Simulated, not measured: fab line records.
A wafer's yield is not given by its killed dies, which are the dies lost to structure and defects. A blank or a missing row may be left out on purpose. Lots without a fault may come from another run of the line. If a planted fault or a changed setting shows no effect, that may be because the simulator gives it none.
Struck lot and sound lot, side by side + flow nandHarc + 14 steps out of a route of 1159
Sound: wafers L427.1, L427.2, L427.5. Wafers struck: L436.1, L436.5, L436.6. Last of all comes the cause.
Each step with rows lists, per side, the tool, then ch with its chambers, then its first start. Under that, the readings that differ: sound wafers + struck wafers + difference of the means + sigmas: that difference in standard deviations of wafers without a fault.
alike: words and numbers the same on both sides, and readings whose means are apart by under 2 such deviations; not compared: readings that were withheld, readings missing a value for some wafer, numbers with overlapping values and no deviation given by the record, and bounds like >300 which may hide the same value.
Wherever a step has rows on one side only, a row that says differs or no value, or a row with sigmas, the two part there. When numbers do not overlap yet have no deviation, they are printed without sigmas and do not part them. A reading that every wafer of one side lacks parts them only if that side has two wafers or more.

first, 1 step without rows for these wafers: NHARC_A_ONON_D1_DEP_19 (target thk 1000 nm).
NHARC_A_ONON_D1_THK_MEAS_21: measures by ellipsometry.
  sound on filmMetro-01, day 7 18:35; struck on filmMetro-02, day 10 06:53
  alike: thkNm
next comes 1 step that has no rows for these wafers: NHARC_A_ONON_D1_DEP_22 (target thickness 1000 nm).
NHARC_A_ONON_D1_THK_MEAS_24: measures by ellipsometry.
  sound on filmMetro-01, day 7 19:09; struck on filmMetro-02, day 10 07:27
  alike: thkNm
next comes 1 step that has no rows for these wafers: NHARC_A_ONON_D1_DEP_25 (target thickness 1000 nm).
NHARC_A_ONON_D1_THK_MEAS_27: measures by ellipsometry.
  sound on filmMetro-01, day 7 19:43; struck on filmMetro-02, day 10 08:01
  alike: thkNm
next comes 1 step that has no rows for these wafers: NHARC_A_ONON_D1_DEP_28 (target thickness 1000 nm).
NHARC_A_ONON_D1_THK_MEAS_30: measures by ellipsometry.
  sound on filmMetro-02, day 7 20:17; struck on filmMetro-02, day 10 08:37
  alike: thkNm
NHARC_A_ONON_D1_DEP_33: deposits SiO2, target thk 200 nm.
  sound on pecvd-04 ch 0,1,2, day 7 20:20; struck on pecvd-03 ch 0,1,2, day 10 08:46
  alike: heaterPowerW, mfcPrecursorSccm, throttleValvePct
NHARC_A_ONON_D1_THK_MEAS_34: measures by ellipsometry.
  sound on filmMetro-01, day 7 20:44; struck on filmMetro-01, day 10 09:05
  alike: thkNm
NHARC_A_ONON_D1_INSPECT_32:
  sound on defectInspect-01, day 7 20:49; struck on defectInspect-01, day 10 09:10
  alike: rawDefectCount
NHARC_A_CHANNEL_HOLE_D1_DEP_00: deposits aC, target thk 3100 nm.
  sound on aclDep-02 ch 0, day 7 22:45; struck on aclDep-01 ch 0, day 10 12:52
  alike: throttleValvePct
NHARC_A_CHANNEL_HOLE_D1_DEP_01: deposits SiON, target thk 140 nm.
  sound on pecvd-04 ch 0,1, day 8 00:41; struck on pecvd-02 ch 0,2, day 10 15:04
  alike: heaterPowerW
-- break in the record here, with 13 days between the starts of the struck wafers on either side (left off in module A_CHANNEL_HOLE_D1, picked up again in module END, where the first step shown is number 1159 on the route) --
NHARC_END_SORT_01:
  sound on prober-01 ch 0, day 19 14:53; struck on prober-01 ch 0, day 23 04:33
| reading       | sound    | struck      | difference | sigmas |
|---------------|----------|-------------|------------|--------|
| killedAtArray | 33 20 20 | 672 663 672 | +645       | +50    |
| killedDies    | 39 27 27 | 677 677 677 | +646       | +50    |
  alike: killedAtOther, killedAtPeriphery, killedOpen, killedShort

## WHERE THEY PART
At NHARC_END_SORT_01 and nowhere else, as far as this record goes.

WHY: what had been put in by the simulator
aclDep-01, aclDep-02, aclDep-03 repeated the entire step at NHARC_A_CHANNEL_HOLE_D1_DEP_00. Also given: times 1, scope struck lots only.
